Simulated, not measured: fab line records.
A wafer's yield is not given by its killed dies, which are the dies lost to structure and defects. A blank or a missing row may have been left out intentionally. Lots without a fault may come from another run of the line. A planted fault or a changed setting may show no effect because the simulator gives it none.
What tool caused it? / flow n5_finfet / 24 lots, 72 wafers sampled, at 4 steps of a route of 1938

WHAT EACH GAUGE READ, for each wafer
N5_BEOL_M2_RS_MEAS_58: the measuring method here is four-point-probe.
lot=L075; measured=day 7 01:30; on=film_metro-01; M2_RS (ohm/sq)=0.659 0.597 0.658
lot=L074; measured=day 7 05:10; on=film_metro-01; M2_RS (ohm/sq)=0.686 0.675 0.657
lot=L076; measured=day 7 08:05; on=film_metro-01; M2_RS (ohm/sq)=0.621 0.601 0.598
lot=L077; measured=day 7 12:55; on=film_metro-01; M2_RS (ohm/sq)=0.670 0.647 0.647
lot=L078; measured=day 7 23:29; on=film_metro-01; M2_RS (ohm/sq)=0.635 0.620 0.623
lot=L079; measured=day 8 03:50; on=film_metro-02; M2_RS (ohm/sq)=0.642 0.639 0.673
lot=L080; measured=day 8 09:44; on=film_metro-01; M2_RS (ohm/sq)=0.610 0.629 0.642
lot=L081; measured=day 8 19:59; on=film_metro-01; M2_RS (ohm/sq)=0.626 0.630 0.665
lot=L082; measured=day 8 23:15; on=film_metro-01; M2_RS (ohm/sq)=0.646 0.662 0.661
lot=L083; measured=day 9 03:19; on=film_metro-02; M2_RS (ohm/sq)=0.625 0.655 0.652
lot=L084; measured=day 9 07:34; on=film_metro-02; M2_RS (ohm/sq)=0.685 0.651 0.667
lot=L085; measured=day 9 20:47; on=film_metro-01; M2_RS (ohm/sq)=0.659 0.653 0.670
lot=L086; measured=day 10 01:52; on=film_metro-01; M2_RS (ohm/sq)=0.624 0.636 0.620
lot=L087; measured=day 10 05:01; on=film_metro-01; M2_RS (ohm/sq)=0.649 0.642 0.637
lot=L089; measured=day 10 18:50; on=film_metro-01; M2_RS (ohm/sq)=0.679 0.660 0.671
lot=L088; measured=day 10 20:11; on=film_metro-02; M2_RS (ohm/sq)=0.604 0.645 0.637
lot=L091; measured=day 11 03:07; on=film_metro-02; M2_RS (ohm/sq)=0.636 0.646 0.643
lot=L092; measured=day 11 11:20; on=film_metro-02; M2_RS (ohm/sq)=0.707 0.658 0.664
lot=L090; measured=day 11 11:37; on=film_metro-01; M2_RS (ohm/sq)=0.670 0.690 0.646
lot=L093; measured=day 12 08:49; on=film_metro-02; M2_RS (ohm/sq)=0.635 0.636 0.629
lot=L095; measured=day 12 11:07; on=film_metro-02; M2_RS (ohm/sq)=0.709 0.666 0.717
lot=L094; measured=day 12 11:40; on=film_metro-02; M2_RS (ohm/sq)=0.630 0.614 0.605
lot=L096; measured=day 12 14:10; on=film_metro-02; M2_RS (ohm/sq)=0.626 0.676 0.654
lot=L097; measured=day 12 14:40; on=film_metro-02; M2_RS (ohm/sq)=0.622 0.648 0.630

N5_BEOL_M3_OVL_MEAS_29.
lot=L075; measured=day 7 05:31; on=overlay-01; V2_OVL (nm)=-0.7 0.4 -0.4
lot=L074; measured=day 7 08:05; on=overlay-01; V2_OVL (nm)=-0.2 0.0 -0.1
lot=L076; measured=day 7 09:49; on=overlay-02; V2_OVL (nm)=-0.7 -1.2 -1.1
lot=L077; measured=day 7 14:53; on=overlay-02; V2_OVL (nm)=-0.9 -1.2 -1.9
lot=L078; measured=day 8 01:34; on=overlay-02; V2_OVL (nm)=1.1 -0.3 0.2
lot=L079; measured=day 8 06:26; on=overlay-01; V2_OVL (nm)=0.2 0.4 -0.5
lot=L080; measured=day 8 13:24; on=overlay-02; V2_OVL (nm)=-1.0 -0.2 -0.2
lot=L081; measured=day 9 00:23; on=overlay-01; V2_OVL (nm)=-0.4 0.2 0.4
lot=L082; measured=day 9 01:17; on=overlay-02; V2_OVL (nm)=-1.1 -0.7 -1.8
lot=L083; measured=day 9 05:44; on=overlay-01; V2_OVL (nm)=0.0 -0.6 -0.6
lot=L084; measured=day 9 09:50; on=overlay-01; V2_OVL (nm)=-1.2 -0.7 -0.6
lot=L085; measured=day 9 23:53; on=overlay-02; V2_OVL (nm)=-0.3 -0.7 -0.9
lot=L086; measured=day 10 03:30; on=overlay-02; V2_OVL (nm)=0.1 -0.7 0.5
lot=L087; measured=day 10 07:38; on=overlay-01; V2_OVL (nm)=-0.9 -0.8 -0.3
lot=L089; measured=day 10 21:14; on=overlay-02; V2_OVL (nm)=-0.1 -0.1 -1.4
lot=L088; measured=day 10 22:14; on=overlay-01; V2_OVL (nm)=-1.0 -0.4 -0.7
lot=L091; measured=day 11 05:08; on=overlay-01; V2_OVL (nm)=0.1 -0.4 0.2
lot=L092; measured=day 11 15:09; on=overlay-01; V2_OVL (nm)=-0.3 -1.7 -1.9
lot=L090; measured=day 11 15:31; on=overlay-01; V2_OVL (nm)=0.2 -0.3 0.4
lot=L093; measured=day 12 12:41; on=overlay-01; V2_OVL (nm)=0.3 -0.4 -1.0
lot=L095; measured=day 12 13:43; on=overlay-01; V2_OVL (nm)=-0.8 -0.5 -1.5
lot=L094; measured=day 12 13:54; on=overlay-02; V2_OVL (nm)=-0.1 1.3 1.2
lot=L096; measured=day 12 16:44; on=overlay-02; V2_OVL (nm)=-0.7 -0.1 -1.0
lot=L097; measured=day 12 17:49; on=overlay-02; V2_OVL (nm)=-0.4 -0.4 0.4

N5_BEOL_M3_OCD_MEAS_38.
lot=L075; measured=day 7 06:52; on=ocd-01; trench_depth_nm (nm)=57.5 55.7 57.7
lot=L074; measured=day 7 09:11; on=ocd-01; trench_depth_nm (nm)=55.8 56.6 56.3
lot=L076; measured=day 7 12:59; on=ocd-01; trench_depth_nm (nm)=54.9 55.4 54.4
lot=L077; measured=day 7 23:50; on=ocd-02; trench_depth_nm (nm)=55.0 56.0 55.3
lot=L078; measured=day 8 03:03; on=ocd-02; trench_depth_nm (nm)=55.2 55.7 55.5
lot=L079; measured=day 8 09:34; on=ocd-02; trench_depth_nm (nm)=53.9 56.0 54.3
lot=L080; measured=day 8 15:25; on=ocd-02; trench_depth_nm (nm)=56.4 56.5 56.0
lot=L081; measured=day 9 04:16; on=ocd-02; trench_depth_nm (nm)=55.5 54.3 56.1
lot=L082; measured=day 9 06:47; on=ocd-02; trench_depth_nm (nm)=56.8 55.5 56.2
lot=L083; measured=day 9 07:20; on=ocd-01; trench_depth_nm (nm)=54.9 56.0 55.8
lot=L084; measured=day 9 10:56; on=ocd-01; trench_depth_nm (nm)=54.6 55.5 55.1
lot=L085; measured=day 10 03:31; on=ocd-01; trench_depth_nm (nm)=56.4 56.2 55.3
lot=L086; measured=day 10 08:58; on=ocd-01; trench_depth_nm (nm)=55.8 55.1 55.6
lot=L087; measured=day 10 10:09; on=ocd-02; trench_depth_nm (nm)=54.4 56.5 56.8
lot=L089; measured=day 10 22:55; on=ocd-01; trench_depth_nm (nm)=56.0 55.8 55.4
lot=L088; measured=day 10 23:16; on=ocd-01; trench_depth_nm (nm)=57.5 55.8 55.7
lot=L091; measured=day 11 09:31; on=ocd-02; trench_depth_nm (nm)=56.6 55.0 57.0
lot=L092; measured=day 11 16:25; on=ocd-01; trench_depth_nm (nm)=57.1 56.1 56.3
lot=L090; measured=day 11 16:53; on=ocd-01; trench_depth_nm (nm)=55.0 54.3 56.0
lot=L093; measured=day 12 16:13; on=ocd-01; trench_depth_nm (nm)=55.7 54.9 56.4
lot=L095; measured=day 12 19:37; on=ocd-02; trench_depth_nm (nm)=55.2 54.9 55.3
lot=L094; measured=day 12 19:39; on=ocd-01; trench_depth_nm (nm)=55.6 56.6 56.2
lot=L096; measured=day 12 19:58; on=ocd-02; trench_depth_nm (nm)=54.6 55.0 55.6
lot=L097; measured=day 12 20:01; on=ocd-01; trench_depth_nm (nm)=55.7 54.7 56.1

TOOL THAT RAN EACH LOT (tool first, then ch and the chambers of the sampled wafers, then the start)
lot=L075; N5_BEOL_M3_STRIP_97=rie_diel-05 ch 2,3, day 7 06:52 or earlier
lot=L074; N5_BEOL_M3_STRIP_97=rie_diel-01 ch 0,1,2, day 7 09:11 or earlier
lot=L076; N5_BEOL_M3_STRIP_97=rie_diel-03 ch 0,1,2, day 7 12:59 or earlier
lot=L077; N5_BEOL_M3_STRIP_97=rie_diel-01 ch 0,1,3, day 7 23:50 or earlier
lot=L078; N5_BEOL_M3_STRIP_97=rie_diel-01 ch 1,3, day 8 03:03 or earlier
lot=L079; N5_BEOL_M3_STRIP_97=rie_diel-03 ch 0,1,3, day 8 09:34 or earlier
lot=L080; N5_BEOL_M3_STRIP_97=rie_diel-01 ch 1,2, day 8 15:25 or earlier
lot=L081; N5_BEOL_M3_STRIP_97=rie_diel-03 ch 0,1,2, day 9 04:16 or earlier
lot=L082; N5_BEOL_M3_STRIP_97=rie_diel-01 ch 0,2, day 9 06:47 or earlier
lot=L083; N5_BEOL_M3_STRIP_97=rie_diel-01 ch 0,2,3, day 9 07:20 or earlier
lot=L084; N5_BEOL_M3_STRIP_97=rie_diel-03 ch 0,1,2, day 9 10:56 or earlier
lot=L085; N5_BEOL_M3_STRIP_97=rie_diel-01 ch 0,1,3, day 10 03:31 or earlier
lot=L086; N5_BEOL_M3_STRIP_97=rie_diel-01 ch 0,1, day 10 08:58 or earlier
lot=L087; N5_BEOL_M3_STRIP_97=rie_diel-05 ch 0,2, day 10 10:09 or earlier
lot=L089; N5_BEOL_M3_STRIP_97=rie_diel-05 ch 0,3, day 10 22:55 or earlier
lot=L088; N5_BEOL_M3_STRIP_97=rie_diel-05 ch 0,2,3, day 10 23:16 or earlier
lot=L091; N5_BEOL_M3_STRIP_97=rie_diel-01 ch 0,3, day 11 09:31 or earlier
lot=L092; N5_BEOL_M3_STRIP_97=rie_diel-01 ch 0,1,3, day 11 16:25 or earlier
lot=L090; N5_BEOL_M3_STRIP_97=rie_diel-03 ch 0,1,3, day 11 16:53 or earlier
lot=L093; N5_BEOL_M3_STRIP_97=rie_diel-01 ch 1,3, day 12 16:13 or earlier
lot=L095; N5_BEOL_M3_STRIP_97=rie_diel-03 ch 1,2,3, day 12 19:37 or earlier
lot=L094; N5_BEOL_M3_STRIP_97=rie_diel-01 ch 2,3, day 12 19:39 or earlier
lot=L096; N5_BEOL_M3_STRIP_97=rie_diel-03 ch 1,3, day 12 19:58 or earlier
lot=L097; N5_BEOL_M3_STRIP_97=rie_diel-01 ch 0,2, day 12 20:01 or earlier
- N5_BEOL_M3_STRIP_97: strips in N2/H2, time 10 s.

AS READ BY THE TOOLS THEMSELVES (means over the sampled wafers that have a number; for cases with no such wafer, the mark the record gives instead)
N5_BEOL_M3_STRIP_97.
lot=L075; tool=rie_diel-05; bias_power_w (W)=6.991; drypump_motor_current_A (A)=5.1; oes_product_au (a.u.)=0.87; rf_vpp_V (V)=58.7; showerhead_plenum_p_Torr (Torr)=2.57; throttle_valve_pct (%)=23.2
lot=L074; tool=rie_diel-01; bias_power_w (W)=7.010; drypump_motor_current_A (A)=5.7; oes_product_au (a.u.)=0.83; rf_vpp_V (V)=58.5; showerhead_plenum_p_Torr (Torr)=2.53; throttle_valve_pct (%)=23.4
lot=L076; tool=rie_diel-03; bias_power_w (W)=7.026; drypump_motor_current_A (A)=6.0; oes_product_au (a.u.)=0.76; rf_vpp_V (V)=59.1; showerhead_plenum_p_Torr (Torr)=2.55; throttle_valve_pct (%)=23.6
lot=L077; tool=rie_diel-01; bias_power_w (W)=6.979; drypump_motor_current_A (A)=5.5; oes_product_au (a.u.)=0.77; rf_vpp_V (V)=59.0; showerhead_plenum_p_Torr (Torr)=2.58; throttle_valve_pct (%)=23.6
lot=L078; tool=rie_diel-01; bias_power_w (W)=6.992; drypump_motor_current_A (A)=5.3; oes_product_au (a.u.)=0.74; rf_vpp_V (V)=59.3; showerhead_plenum_p_Torr (Torr)=2.60; throttle_valve_pct (%)=23.6
lot=L079; tool=rie_diel-03; bias_power_w (W)=7.004; drypump_motor_current_A (A)=6.2; oes_product_au (a.u.)=0.81; rf_vpp_V (V)=59.0; showerhead_plenum_p_Torr (Torr)=2.57; throttle_valve_pct (%)=23.4
lot=L080; tool=rie_diel-01; bias_power_w (W)=6.989; drypump_motor_current_A (A)=5.7; oes_product_au (a.u.)=0.85; rf_vpp_V (V)=59.4; showerhead_plenum_p_Torr (Torr)=2.54; throttle_valve_pct (%)=23.4
lot=L081; tool=rie_diel-03; bias_power_w (W)=7.000; drypump_motor_current_A (A)=5.9; oes_product_au (a.u.)=0.76; rf_vpp_V (V)=58.9; showerhead_plenum_p_Torr (Torr)=2.55; throttle_valve_pct (%)=23.6
lot=L082; tool=rie_diel-01; bias_power_w (W)=6.979; drypump_motor_current_A (A)=5.6; oes_product_au (a.u.)=0.79; rf_vpp_V (V)=59.4; showerhead_plenum_p_Torr (Torr)=2.52; throttle_valve_pct (%)=23.5
lot=L083; tool=rie_diel-01; bias_power_w (W)=6.992; drypump_motor_current_A (A)=5.5; oes_product_au (a.u.)=0.86; rf_vpp_V (V)=59.2; showerhead_plenum_p_Torr (Torr)=2.54; throttle_valve_pct (%)=23.4
lot=L084; tool=rie_diel-03; bias_power_w (W)=7.010; drypump_motor_current_A (A)=6.0; oes_product_au (a.u.)=0.75; rf_vpp_V (V)=59.7; showerhead_plenum_p_Torr (Torr)=2.54; throttle_valve_pct (%)=23.6
lot=L085; tool=rie_diel-01; bias_power_w (W)=6.996; drypump_motor_current_A (A)=5.5; oes_product_au (a.u.)=0.85; rf_vpp_V (V)=59.2; showerhead_plenum_p_Torr (Torr)=2.57; throttle_valve_pct (%)=23.5
lot=L086; tool=rie_diel-01; bias_power_w (W)=6.975; drypump_motor_current_A (A)=5.6; oes_product_au (a.u.)=0.78; rf_vpp_V (V)=60.2; showerhead_plenum_p_Torr (Torr)=2.55; throttle_valve_pct (%)=23.7
lot=L087; tool=rie_diel-05; bias_power_w (W)=7.026; drypump_motor_current_A (A)=5.2; oes_product_au (a.u.)=0.81; rf_vpp_V (V)=59.5; showerhead_plenum_p_Torr (Torr)=2.55; throttle_valve_pct (%)=23.2
lot=L089; tool=rie_diel-05; bias_power_w (W)=6.985; drypump_motor_current_A (A)=5.6; oes_product_au (a.u.)=0.70; rf_vpp_V (V)=59.1; showerhead_plenum_p_Torr (Torr)=2.50; throttle_valve_pct (%)=23.9
lot=L088; tool=rie_diel-05; bias_power_w (W)=6.990; drypump_motor_current_A (A)=5.4; oes_product_au (a.u.)=0.76; rf_vpp_V (V)=58.5; showerhead_plenum_p_Torr (Torr)=2.53; throttle_valve_pct (%)=23.5
lot=L091; tool=rie_diel-01; bias_power_w (W)=6.979; drypump_motor_current_A (A)=5.3; oes_product_au (a.u.)=0.88; rf_vpp_V (V)=59.8; showerhead_plenum_p_Torr (Torr)=2.58; throttle_valve_pct (%)=23.5
lot=L092; tool=rie_diel-01; bias_power_w (W)=7.014; drypump_motor_current_A (A)=5.5; oes_product_au (a.u.)=0.83; rf_vpp_V (V)=59.1; showerhead_plenum_p_Torr (Torr)=2.57; throttle_valve_pct (%)=23.6
lot=L090; tool=rie_diel-03; bias_power_w (W)=7.000; drypump_motor_current_A (A)=6.2; oes_product_au (a.u.)=0.78; rf_vpp_V (V)=59.1; showerhead_plenum_p_Torr (Torr)=2.55; throttle_valve_pct (%)=23.5
lot=L093; tool=rie_diel-01; bias_power_w (W)=6.995; drypump_motor_current_A (A)=5.4; oes_product_au (a.u.)=0.89; rf_vpp_V (V)=59.9; showerhead_plenum_p_Torr (Torr)=2.58; throttle_valve_pct (%)=23.5
lot=L095; tool=rie_diel-03; bias_power_w (W)=7.018; drypump_motor_current_A (A)=6.0; oes_product_au (a.u.)=0.76; rf_vpp_V (V)=59.6; showerhead_plenum_p_Torr (Torr)=2.58; throttle_valve_pct (%)=23.7
lot=L094; tool=rie_diel-01; bias_power_w (W)=7.010; drypump_motor_current_A (A)=5.4; oes_product_au (a.u.)=0.88; rf_vpp_V (V)=59.3; showerhead_plenum_p_Torr (Torr)=2.54; throttle_valve_pct (%)=23.3
lot=L096; tool=rie_diel-03; bias_power_w (W)=7.011; drypump_motor_current_A (A)=6.2; oes_product_au (a.u.)=0.81; rf_vpp_V (V)=59.5; showerhead_plenum_p_Torr (Torr)=2.60; throttle_valve_pct (%)=23.5
lot=L097; tool=rie_diel-01; bias_power_w (W)=6.992; drypump_motor_current_A (A)=5.6; oes_product_au (a.u.)=0.76; rf_vpp_V (V)=59.7; showerhead_plenum_p_Torr (Torr)=2.51; throttle_valve_pct (%)=23.6

THE ANSWER, worked out from the rows above alone
Rule: the lots themselves supply what counts as usual. Put in order of their means at a reading, lots are off if they are a third of the lots or fewer, leave a main group of 4 or more, and stand apart from it by a gap of 3 or more times the standard deviation of the main group's means; of several such gaps the widest counts. The tables above print the reading to a certain number of digits; a main group whose means all agree to those digits is not used. Also off: a lot with no number at a reading for which 4 or more lots have one. Where the step has rows for the other lots, those lots are counted as sound. Order of review: gauges by route order, followed by the tools' own readings, for which a lot's mean as printed above is used. At the first step where some lot is off, the reading lying furthest off is the one used; lots without a number count as furthest.
No lot is off on any of the readings shown, so nothing can be concluded from this.

WHAT WAS PUT IN BY THE SIMULATOR
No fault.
